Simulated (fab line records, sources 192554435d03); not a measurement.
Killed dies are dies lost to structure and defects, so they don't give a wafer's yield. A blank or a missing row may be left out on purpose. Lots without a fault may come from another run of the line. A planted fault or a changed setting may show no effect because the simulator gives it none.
fab line records | flow n5_finfet
record lots=3 wafers=9 last_day=16
route steps=1938 shown BEOL_M0_SAQP@652 BEOL_M4@1111 PASSIVATION@1936
lots that met no fault: from a run of the same line without faults
start_h: hours from the record's first day to the start of the lot's first wafer shown | wait_h: hours since the lot's step before | " the same as in the row above | L1.1+2: a row that stands for several wafers | - no value, or no start given | * or withheld: withheld | < > ~ a bound
route shown NAME@n: a module of which the file shows steps, and the number in the route of the first | usual: mean/standard deviation of fault-free wafers | same: alike in all rows | chamber/n: place in a boat | sites: the reading at each site | _std_site: their standard deviation | _edge_site: outer sites' mean less inner sites' | radius_mm: how far each site lies from the wafer's centre | mask NAME#n: copy n | behind: the tool/chamber that last shaped the wafer | hold: why the lot was held/for how many hours/how that ended | device: the transistor (n, p or np) that didn't switch | end of line: the same wafers' tests at the end of the route | a step without rows: its recipe alone | killed: dies lost to structure and defects at the first sort, not the wafer's yield | map: a wafer's dies, x killed, . not, _ none there
set.NAME: the setting as run; set.NAME@STEP: as run at that earlier step | model.NAME: the simulator's own value behind a step, which no gauge read
lots at some steps of the route; a table a step, a row a wafer
services: from which hour (start_h, from the record's first day; less than 0 if before it) a tool's chamber was out of use, for how many hours, and why
## steps
# step N5_BEOL_M0_SAQP_DESCUM_19
# recipe chemistry=O2 time_s=7.9 source_power_w=50 bias_power_w=20 pressure_mtorr=20 rf_frequency_hz=2.712e+07 temp_c=40 resist=CAR-ArF o2_flow_sccm=225
# step N5_BEOL_M0_SAQP_ETCH_83
# recipe chemistry=CF4 target=SiARC target_depth_a=390 mask_material=CAR-ArF time_s=65 ion_energy_ev=80 pressure_mtorr=40 source_w=545 bias_w=36 Ar_flow_sccm=100 cf4_flow_sccm=100 ends=cleared
# step N5_BEOL_M0_SAQP_ETCH_84
# recipe chemistry=N2/H2 target=SOC target_depth_a=1000 overetch_a=200 mask_material=SiARC temp_c=40 time_s=150 ion_energy_ev=200 pressure_mtorr=30 source_w=840 bias_w=150 n2_flow_sccm=200 h2_flow_sccm=200
# step N5_BEOL_M0_SAQP_STRIP_80
# recipe chemistry=N2/H2 temp_c=40 n2_flow_sccm=200 h2_flow_sccm=200 rf_frequency_hz=6e+07
# step N5_BEOL_M0_SAQP_HM_OPEN_112
# recipe chemistry=CHF3/O2 target=SiO2 stop_on=a-Si target_depth_a=120 over_etch_frac=1.25 mask_material=SOC time_s=13.5 pressure_mtorr=30 source_w=650 bias_w=170 Ar_flow_sccm=200 CHF3_flow_sccm=50 O2_flow_sccm=5 ion_energy_ev=200 ends=end_point
# step N5_BEOL_M0_SAQP_STRIP_113
# recipe chemistry=CHF3/O2 resist=SiARC rf_frequency_hz=6e+07
# step N5_BEOL_M0_SAQP_MANDREL_ETCH_20
# recipe target_depth_a=600 chemistry=HBr/Cl2 target=a-Si stop_on=SiNx bt_time_s=10 mask_material=SOC over_etch_frac=0.5 time_s=30 pressure_mtorr=10 icp_w=800 bias_w=75 HBr_flow_sccm=150 Cl2_flow_sccm=80 ends=end_point
# step N5_BEOL_M0_SAQP_STRIP_86
# recipe chemistry=N2/H2 power_w=500 temp_c=40 pressure_mtorr=50 rf_frequency_hz=6e+07 overash_fraction=0.3 bias_power_w=28 h2_frac=0.5 n2_flow_sccm=300 h2_flow_sccm=300
# step N5_BEOL_M0_SAQP_STRIP_115
# recipe chemistry=post_etch_residue_remover time_s=60 temp_c=25 remover_ph=withheld remover_water_wt_pct=withheld remover_fluoride_wt_pct=withheld
# step N5_BEOL_M0_SAQP_SRD_93
# recipe dry=ipa_marangoni time_s=30 temp_c=23 rinse_liquid=diw
# step N5_BEOL_M0_SAQP_RECESS_114
# recipe chemistry=HF/NH3 target=SiO2 target_depth_a=144 afs_cycles=3 temp_c=30 sublimation_temp_c=180 sublimation_time_s=60
# step N5_BEOL_M0_SAQP_SPACER1_ALD_98
# recipe material=SiO2 target_thk_a=128 temp_c=300 ald_precursor_family=BDEAS ald_co_reactant=O2-plasma pulse_time_s=1 purge_time_s=2 co_reactant_purge_time_s=2 ald_cycles=138 pressure_torr=2
# step N5_BEOL_M0_SAQP_SPACER1_ETCHBACK_99
# recipe chemistry=CHF3/O2 mode=anisotropic_etchback target=SiO2 target_depth_a=154 time_s=7.7 pressure_mtorr=30 source_w=650 bias_w=170 Ar_flow_sccm=200 CHF3_flow_sccm=50 O2_flow_sccm=5 ion_energy_ev=200
# usual drypump_motor_current_A=5.9/0.56 oes_o_777_au=0.80/0.084 oes_product_au=0.80/0.082 rf_vpp_V=523/16 showerhead_plenum_p_Torr=2.41/0.083 throttle_valve_pct=18.79/0.26
# same time_s=7.7
# columns lot.wafer tool chamber start_h wait_h drypump_motor_current_A oes_o_777_au oes_product_au rf_hours_counter_h rf_vpp_V showerhead_plenum_p_Torr throttle_valve_pct
L628.3 rie_diel-04 2 137.43 0.3 5.7 0.76 0.73 153 530 2.30 18.64
L628.4 " 1 " " 5.0 0.96 0.91 - 513 2.47 18.86
L628.6 " 3 " " 6.7 0.83 0.82 - 526 2.31 18.55
L633.3 rie_diel-04 0 172.93 0.3 6.1 0.71 0.73 172 562 2.50 19.00
L633.5 " 3 " " 6.7 0.82 0.60 - 525 2.31 18.52
L633.6 " 0 " " 6.1 0.71 0.55 - 560 2.50 18.95
L643.4 rie_diel-01 3 226.94 0.3 6.2 0.74 0.72 - 515 2.38 18.62
L643.5 " 0 " " 5.1 0.87 0.88 - 529 2.33 18.42
L643.6 " 1 " " 6.4 0.85 0.86 - 499 2.46 19.12
# step N5_BEOL_M0_SAQP_MANDREL1_REMOVE_100
# recipe chemistry=HBr/Cl2/O2 bt_time_s=10 target=a-Si stop_on=SiNx endpoint=OES-SiCl over_etch_frac=0.85 icp_w=600 bias_w=30 HBr_flow_sccm=150 Cl2_flow_sccm=80 O2_flow_sccm=5 pressure_mtorr=10
# usual drypump_motor_current_A=5.6/0.46 oes_o_777_au=0.99/0.081 oes_product_au=1.003/0.018 throttle_valve_pct=36.6/0.51
# columns lot.wafer tool chamber start_h wait_h drypump_motor_current_A oes_o_777_au oes_product_au rf_hours_counter_h throttle_valve_pct
L628.3 rie_si-02 3 137.52 0.1 5.6 1.07 0.998 163 36.8
L628.4 " 0 " " 5.3 0.97 0.994 1 35.8
L628.6 " 2 " " 5.3 0.93 1.007 - 36.5
L633.3 rie_si-04 0 173.02 0.1 6.4 0.94 1.004 47 36.9
L633.5 " 3 " " 5.7 0.85 0.541 - 36.4
L633.6 " 0 " " 6.4 0.94 0.466 - 36.9
L643.4 rie_si-04 2 227.00 0.0 6.2 1.08 1.009 124 37.2
L643.5 " 1 " " 6.0 0.98 1.035 - 35.7
L643.6 " 2 " " 6.2 1.08 1.004 - 37.1
# step N5_BEOL_M0_SAQP_CD_MEAS_25
# recipe target_cd_nm=13.1 landing_energy_ev=1000 detector=se_inlens
# usual cd_nm=12.79/0.24
# columns lot.wafer tool chamber start_h wait_h cd_nm
L628.3 cd_sem-02 0 137.63 0.1 12.99
L628.4 " 0 " " 13.05
L628.6 " 0 " " 12.68
L633.3 cd_sem-03 0 173.14 0.1 12.79
L633.5 " 0 " " -
L633.6 " 0 " " -
L643.4 cd_sem-01 0 227.11 0.1 12.48
L643.5 " 0 " " 12.63
L643.6 " 0 " " 12.82
# step N5_BEOL_M0_SAQP_ETCH_101
# recipe chemistry=CH3F/O2 target=SiNx mask_material=SiO2 target_depth_a=299 time_s=42.7 pressure_mtorr=30 source_w=395 bias_w=73 Ar_flow_sccm=150 CH3F_flow_sccm=30 O2_flow_sccm=20 ion_energy_ev=120
# usual drypump_motor_current_A=5.9/0.58 oes_o_777_au=0.81/0.087 oes_product_au=0.80/0.081 rf_vpp_V=296/8.5 showerhead_plenum_p_Torr=1.99/0.067 throttle_valve_pct=16.23/0.24
# same time_s=42.7
# columns lot.wafer tool chamber start_h wait_h drypump_motor_current_A oes_o_777_au oes_product_au rf_hours_counter_h rf_vpp_V showerhead_plenum_p_Torr throttle_valve_pct
L628.3 rie_diel-04 3 137.75 0.1 6.6 0.83 0.82 119 299 1.92 16.06
L628.4 " 2 " " 5.7 0.75 0.73 - 301 1.91 16.16
L628.6 " 3 " " 6.6 0.83 0.82 - 297 1.92 16.06
L633.3 rie_diel-04 1 173.18 0.0 5.0 0.93 0.88 32 292 2.05 16.31
L633.5 " 2 " " 5.7 0.74 0.40 - 301 1.90 16.12
L633.6 " 1 " " 5.0 0.94 0.40 - 292 2.05 16.25
L643.4 rie_diel-01 0 227.47 0.4 5.1 0.84 0.87 - 300 1.94 15.95
L643.5 " 1 " " 6.4 0.85 0.84 - 284 2.04 16.51
L643.6 " 3 " " 6.3 0.73 0.72 - 293 1.97 16.12
# step N5_BEOL_M0_SAQP_ETCH_102
# recipe chemistry=CF4 target=SiO2 target_depth_a=40 ion_energy_ev=350 time_s=4.4 pressure_mtorr=10 icp_w=800 bias_w=400 cf4_flow_sccm=80
# step N5_BEOL_M0_SAQP_MANDREL_ETCH_103
# recipe chemistry=HBr/Cl2 target=a-Si target_depth_a=450 bt_time_s=10 stop_on=SiCN mask_material=SiO2 over_etch_frac=0.8 time_s=27 pressure_mtorr=10 icp_w=800 bias_w=75 HBr_flow_sccm=150 Cl2_flow_sccm=80 ends=end_point
# usual drypump_motor_current_A=5.5/0.41 oes_product_au=0.684/0.012 throttle_valve_pct=35.3/0.46
# columns lot.wafer tool chamber start_h wait_h drypump_motor_current_A oes_product_au rf_hours_counter_h throttle_valve_pct
L628.3 rie_si-04 1 137.89 0.0 6.1 0.692 59 34.5
L628.4 " 2 " " 6.2 0.698 122 35.9
L628.6 " 1 " " 6.1 0.710 - 34.5
L633.3 rie_si-02 3 173.32 0.0 5.6 0.673 164 35.5
L633.5 " 2 " " 5.3 0.400 - 35.9
L633.6 " 1 " " 5.5 0.338 - 36.3
L643.4 rie_si-04 3 227.57 0.0 5.7 0.691 169 35.2
L643.5 " 0 " " 6.4 0.684 - 35.6
L643.6 " 1 " " 6.1 0.685 - 34.4
# step N5_BEOL_M0_SAQP_RECESS_104
# recipe chemistry=HF/NH3 target=SiO2 target_depth_a=180 afs_cycles=3 temp_c=30 sublimation_temp_c=180 sublimation_time_s=60
# step N5_BEOL_M0_SAQP_COAT_105
# recipe resist=SOC temp_c=250 time_s=60 spin_rpm=1500 resist_thk_nm=100
# step N5_BEOL_M0_SAQP_ETCH_106
# recipe chemistry=N2/H2 target=SOC target_depth_a=1500 stop_on=SiNx ion_energy_ev=100 bias_w=61 pressure_mtorr=30 source_w=850 n2_flow_sccm=200 h2_flow_sccm=200
# step N5_BEOL_M0_SAQP_ETCH_107
# recipe chemistry=CH3F/O2 target=SiNx target_depth_a=300 mask_material=SOC pressure_mtorr=30 source_w=395 bias_w=73 Ar_flow_sccm=150 CH3F_flow_sccm=30 O2_flow_sccm=20 ion_energy_ev=120
# step N5_BEOL_M0_SAQP_STRIP_108
# recipe chemistry=N2/H2 power_w=500 temp_c=40 pressure_mtorr=50 rf_frequency_hz=6e+07 overash_fraction=0.3 bias_power_w=28 h2_frac=0.5 n2_flow_sccm=300 h2_flow_sccm=300
# step N5_BEOL_M0_SAQP_RECESS_109
# recipe chemistry=HF/NH3 target=SiO2 target_depth_a=30 afs_cycles=1 temp_c=30 sublimation_temp_c=180 sublimation_time_s=60
# step N5_BEOL_M0_SAQP_SPACER2_ALD_26
# recipe material=SiO2 target_thk_a=150 temp_c=300 ald_precursor_family=BDEAS ald_co_reactant=O2-plasma pulse_time_s=1 purge_time_s=2 co_reactant_purge_time_s=2 pressure_torr=2
# step N5_BEOL_M0_SAQP_SPACER2_ETCHBACK_27
# recipe chemistry=CHF3/O2 mode=anisotropic_etchback target=SiO2 target_depth_a=225 time_s=11.25 pressure_mtorr=30 source_w=650 bias_w=170 Ar_flow_sccm=200 CHF3_flow_sccm=50 O2_flow_sccm=5 ion_energy_ev=200
# step N5_BEOL_M0_SAQP_MANDREL2_REMOVE_110
# recipe chemistry=HBr/Cl2/O2 bt_time_s=10 target=a-Si stop_on=SiCN endpoint=OES-SiCl over_etch_frac=1 icp_w=600 bias_w=30 HBr_flow_sccm=150 Cl2_flow_sccm=80 O2_flow_sccm=5 pressure_mtorr=10
# step N5_BEOL_M0_SAQP_COAT_69
# recipe resist=SOC temp_c=250 time_s=60 spin_rpm=1500 resist_thk_nm=90
# step N5_BEOL_M0_SAQP_COAT_72
# recipe resist=SiARC temp_c=220 time_s=60 spin_rpm=1500 resist_thk_nm=15
# step N5_BEOL_M0_SAQP_COAT_87
# recipe resist=underlayer temp_c=205 time_s=60 spin_rpm=1500 resist_thk_nm=5
# step N5_BEOL_M0_SAQP_COAT_34
# recipe resist=CAR-EUV spin_rpm=1500 resist_thk_nm=30
# step N5_BEOL_M0_SAQP_EBR_36
# recipe solvent=PGMEA ebr_width_mm=1.5
# step N5_BEOL_M0_SAQP_SOFTBAKE_35
# recipe temp_c=110 time_s=60 resist=CAR-EUV
# step N5_BEOL_M0_SAQP_EXPOSE_37
# recipe mask_id=M0_CUT1 na=0.33 source_shape=annular sigma_inner=0.35 sigma_outer=0.8 polarization=unpolarized target_cd_nm=30 dose_mj=44.75
# step N5_BEOL_M0_SAQP_PEB_38
# recipe peb_temp_c=100 peb_time_s=60 resist=CAR-EUV
# step N5_BEOL_M0_SAQP_DEVELOP_39
# recipe develop_time_s=30 developer=TMAH resist=CAR-EUV rinse_liquid=surfactant_rinse dry=air_spin dev_temp_c=23
# step N5_BEOL_M0_SAQP_DESCUM_45
# recipe chemistry=O2 time_s=7 source_power_w=50 bias_power_w=20 pressure_mtorr=20 rf_frequency_hz=2.712e+07 temp_c=40 resist=CAR-EUV o2_flow_sccm=225
# step N5_BEOL_M0_SAQP_ETCH_88
# recipe chemistry=N2/H2 target=underlayer target_depth_a=65 time_s=5.2 ion_energy_ev=200 mask_material=CAR-EUV pressure_mtorr=30 source_w=840 bias_w=150 n2_flow_sccm=200 h2_flow_sccm=200 ends=cleared
# step N5_BEOL_M4_RC_MEAS_101
# usual DIBL_N=36.9/2.1 DIBL_P=37.1/2.5 IOFF_N=0.17/0.039 IOFF_P=0.23/0.043 ION_N=673/15 ION_P=462/9.1 SS_N=71.8/0.69 SS_P=73.6/0.74 VT_N=250/3.6 VT_P=-249.7/2.9
# columns lot.wafer tool chamber start_h wait_h DIBL_N[mV/V] DIBL_P[mV/V] IOFF_N[nA/um] IOFF_P[nA/um] ION_N[uA/um] ION_P[uA/um] SS_N[mV/dec] SS_P[mV/dec] VT_N[mV] VT_P[mV]
L628.3 prober-01 0 196.06 0.3 38.3 36.5 0.16 0.22 658 450 72.4 74.1 251 -251.2
L628.4 " 0 " " 37.4 36.7 0.14 0.22 657 462 71.4 73.4 253 -248.2
L628.6 " 0 " " 36.7 35.7 0.13 0.21 648 461 71.1 72.9 252 -249.5
L633.3 prober-02 0 230.44 0.3 38.0 35.9 0.20 0.23 667 459 72.6 73.9 250 -248.9
L643.4 prober-02 0 284.32 0.5 34.1 34.3 0.13 0.19 661 460 71.3 72.4 254 -252.5
L643.5 " 0 " " 36.7 37.7 0.18 0.23 694 476 71.5 73.7 246 -250.5
L643.6 " 0 " " 35.0 35.4 0.15 0.20 682 471 70.8 74.0 251 -250.0
# step N5_PASSIVATION_PROBE_49
# usual defect_limited_yield=91.3/1.4 killed_at_M0_to_M3=32/9.5 killed_at_M4_up=14/5.2 killed_at_contacts=13/5.7 killed_at_front_end=41/12 killed_at_other=3.5/2.6 killed_dies=103/17 killed_on_rim=14/4 killed_open=68/14 killed_short=32/7 sort_bin_5_function=5.0/0.91 sort_bin_6_memory=3.3/0.7 sort_bin_8_speed=0.03/0.22 sort_n_pass=1076/17 sort_yield_pct=91.2/1.4
# same gross_dies=1180 killed_at_back_side=0 sort_bin_4_leakage[%]=0
# columns lot.wafer tool chamber start_h wait_h defect_limited_yield[%] killed_at_M0_to_M3 killed_at_M4_up killed_at_contacts killed_at_front_end killed_at_other killed_dies killed_on_rim killed_open killed_short sort_bin_5_function[%] sort_bin_6_memory[%] sort_bin_8_speed[%] sort_n_pass sort_yield_pct[%]
L633.5 prober-01 - 331.37 0.2 24.4 810 12 7 63 0 892 71 72 29 71.0 4.3 0 288 24.4
L633.6 prober-01 - 331.42 0.3 10.8 983 12 15 39 3 1052 127 71 22 86.5 2.6 0 128 10.8
L643.4 prober-01 - 378.23 0.2 89.1 34 11 23 59 2 129 22 90 31 6.0 4.0 0 1051 89.1
L643.5 prober-01 - 378.28 0.2 92.9 26 11 11 36 0 84 14 60 24 4.7 2.2 0 1096 92.9
L643.6 prober-01 - 378.33 0.3 90.1 34 9 12 62 0 117 13 82 28 5.6 3.6 0 1063 90.1
# killed by level:class
L633.5 BEOL_M0_SAQP:area_etchback=790 STI_FIN_REVEAL:geometric_particle:open=23 FIN_SAQP:geometric_particle:short=11 FIN_SAQP:geometric_particle:open=9 BEOL_M1:geometric_particle:open=7 BEOL_M4:geometric_particle:open=7 STI_FIN_REVEAL:geometric_particle:short=6 MOL_CONTACT_COAG:geometric_particle:open=6
L633.6 BEOL_M0_SAQP:area_etchback=959 MOL_CONTACT_COAG:geometric_particle:open=14 BEOL_M1:geometric_particle:open=13 FIN_SAQP:geometric_particle:short=12 STI_FIN_REVEAL:geometric_particle:open=11 FIN_SAQP:geometric_particle:open=8 BEOL_M0_SAQP:geometric_particle:open=6 BEOL_M5:geometric_particle:open=6
L643.4 STI_FIN_REVEAL:geometric_particle:open=20 MOL_CONTACT_COAG:geometric_particle:open=17 BEOL_M1:geometric_particle:open=14 FIN_SAQP:geometric_particle:open=9 BEOL_M3:geometric_particle:open=8 HKMG_FIN:area_etch=8 BEOL_M4:geometric_particle:open=7 STI_FIN_REVEAL:geometric_particle:short=6
L643.5 STI_FIN_REVEAL:geometric_particle:open=12 MOL_CONTACT_COAG:geometric_particle:open=9 BEOL_M1:geometric_particle:open=8 BEOL_M3:geometric_particle:open=8 FIN_SAQP:geometric_particle:open=6 FIN_SAQP:geometric_particle:short=4 GATE_CUT:geometric_particle:short=4 BEOL_M4:geometric_particle:open=4
L643.6 STI_FIN_REVEAL:geometric_particle:open=17 FIN_SAQP:geometric_particle:open=11 MOL_CONTACT_COAG:geometric_particle:open=11 BEOL_M1:geometric_particle:open=10 FIN_SAQP:geometric_particle:short=8 BEOL_M3:geometric_particle:open=7 HKMG_FIN:area_etch=7 BEOL_M0_SAQP:geometric_particle:open=6
# map L633.6 (x killed, . not)
_________________xx.xx.x.xxxx________________
______________.xx.x.xxxxxxxxxxxx_____________
___________xx..xxxx.xxxxxxxxxxxxxxx__________
__________xxxx.xxxxxxxxxxxxxxxxxxxxx_________
________xxxxxxx.xxxxxxxxxxxxxxxxxxxxxx_______
_______x.x.xxxx.xxxxxxxxxxxxxxxxxxxxxxx______
______xxxxxxxxx.xxxxxxxxxxxxxxxxxxxxxxxx_____
_____.xxxxxxxxxxxxxxxxxxxxxxxxxxxxxxxxxxx____
____...xxxxxx.xxxxxxxxxxxxxxxxxxxxxxxxxxxx___
___x.xx.x.xxxxxxxxxxxxxxxxxxxxxxxxxxxxxxxxx__
___xxxx..xxxxxxxxxxxxxxxxxxxxxxxxxxxxxxxxxx__
__xx..xx.xxxxxxxxxxxxxxxxxxxxxxxxxxxxxxxxxxx_
__...x.xxx.xxxxx..xxxxxxxxxxxxxxxxxxxxxxxxxx_
_...x.xxxxx.xxxxxxxxxxxxxxxxxxxxxxxxxxxxxxxxx
_..x...x.x.x.xxxxxxxxxxxxxxxxxxxxxxxxxxxxxxxx
_...xx.xxx.x.xxxxxxxxxxxxxxxxxxxxxxxxxxxxxxxx
_xxxx.xx..xxxxxxxxxxxxxx.xxxxxxxxxxxxxxxxxxxx
_.x....xxxxx..xx.xxxxxxxxxxxxxxxxxxxxxxxxxxxx
_.....x......x.xxxxxxxxxxxxxxxxxxxxxxxxxxxxxx
_x.x.x.xxxx..xxxxxx.xxxxxxxxxxxxxxxxxxxxxxxxx
_xx.x.....x.x..xxxxxxxxxxxxxxxxxxxxxxxxxxxxxx
__xx.x.....xx.xxxxxxxxxxxxxxxxxxxxxxxxxxxxxx_
__x.xx...xxx.xxxxxxxxxxxxxxxxxxxxxxxxxxxxxxx_
___..x.xx.xxxxxxx.xxxxxxxxxxxxxxxxxxxxxxxxx__
___.xxxx.xx.x.xxxxxxxxxxxxxxxxxxxxxxxxxxxxx__
____xxxxxx.x.xxxxx.xxxxxxxxxxxxxxxxxxxxxxx___
_____.xx.x.xxxx.xxxxxxxxxxxxxxxxxxxxxxxxx____
______xxxxxxxxxxxxxxxxxxxxxxxxxxxxxxxxxx_____
_______x.x.xxxxxxxxxxxxxxxxxxxxxxxxxxxx______
________xxx.xx..xxxxxxxxxxxxxxxxxxxxxx_______
__________xx.xxxxxxxxxxxxxxxxxxxxxxx_________
___________xx.xxxxxxxxxxxxxxxxxxxxx__________
______________xxxxxxxxxxxxxxxxxx_____________
_________________xxxxxxxxxxxx________________
# map L628.4 (x killed, . not)
_________________.x..........________________
______________.......xx........._____________
___________.......x..xx...x.x......__________
__________......x.xx.....x.........._________
________.x.....xxx............xx.x...._______
_______x...............................______
______.....................x......x....._____
_____..x..........xx.x....x..x.....x....x____
____......................x......xx.......___
___..x.....................x...............__
___..............xx.x...x........x.........__
__...............x.x...x.xx.x.x......x......_
__........x........x...................x...._
_........x...x...x.........x.................
_....x...x........x.....x.x.x..............x.
_..x.x..x............................x...x...
_........x..x......x...........x.x...........
_..........x.x.x.........x.xx.......x........
_.............x.......................x....x.
_..........x.x..x...xx.x.............x...x...
_......x...........x...............x..x......
__.x.x..............................xx.....x_
__........................xx..........x....._
___..................xx...........x..x.....__
___........x...........x......x.....x......__
____.............x.x......x...............___
_____...x..x......xx...........x...x..x..____
______.x..........x..x.x................_____
_______...x.x...x......x......x.....x..______
________...........x...............x.._______
__________.........x..x.x......x...._________
___________........x.........x.x..x__________
______________......xx..x......._____________
_________________.x....xx...x________________
## services
# columns tool chamber start_h hours kind
rie_diel-04 2 114.20 1.9 repair
rie_si-02 3 124.63 12.3 repair
rie_diel-04 - 131.63 0.8 repair
rie_diel-04 0 132.51 11.9 repair
rie_si-02 - 145.78 2.8 pm
rie_diel-01 3 165.35 3.0 repair
rie_si-04 0 189.98 8.7 repair
rie_diel-01 2 220.07 16.1 repair
## key
first_sign step=N5_BEOL_M0_SAQP_SPACER1_ETCHBACK_99 reading=oes_product_au direction=down sigmas=2.7 usual=0.80 struck=0.57
effect step=N5_BEOL_M0_SAQP_MANDREL1_REMOVE_100 reading=oes_product_au direction=down sigmas=27 usual=1.003 struck=0.504
effect step=N5_BEOL_M0_SAQP_CD_MEAS_25 reading=cd_nm direction=missing
effect step=N5_BEOL_M0_SAQP_ETCH_101 reading=oes_product_au direction=down sigmas=5 usual=0.80 struck=0.40
effect step=N5_BEOL_M0_SAQP_MANDREL_ETCH_103 reading=oes_product_au direction=down sigmas=26 usual=0.684 struck=0.369
effect step=N5_PASSIVATION_PROBE_49 reading=killed_at_M0_to_M3 direction=up sigmas=91 usual=32 struck=896
more_kills_born_at N5_BEOL_M0_SAQP_SPACER1_ETCHBACK_99@rie_diel-04=1749
met_at N5_BEOL_M0_SAQP_SPACER1_ETCHBACK_99
struck_wafers L633.5,L633.6
later_rows_left_out L633.5,L633.6
onset_between 137.43 172.93
fault kind=process_parameter_drift tool=rie_diel-04 chamber=- onset_h=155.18 steps=N5_BEOL_M0_SAQP_SPACER1_ETCHBACK_99 channel=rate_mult offset=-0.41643 shape=step end_h=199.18 scope=struck_wafers_only
# later_rows_left_out: the simulator's readings of these wafers behind a module that went badly wrong aren't trusted and aren't shown, but for the sort
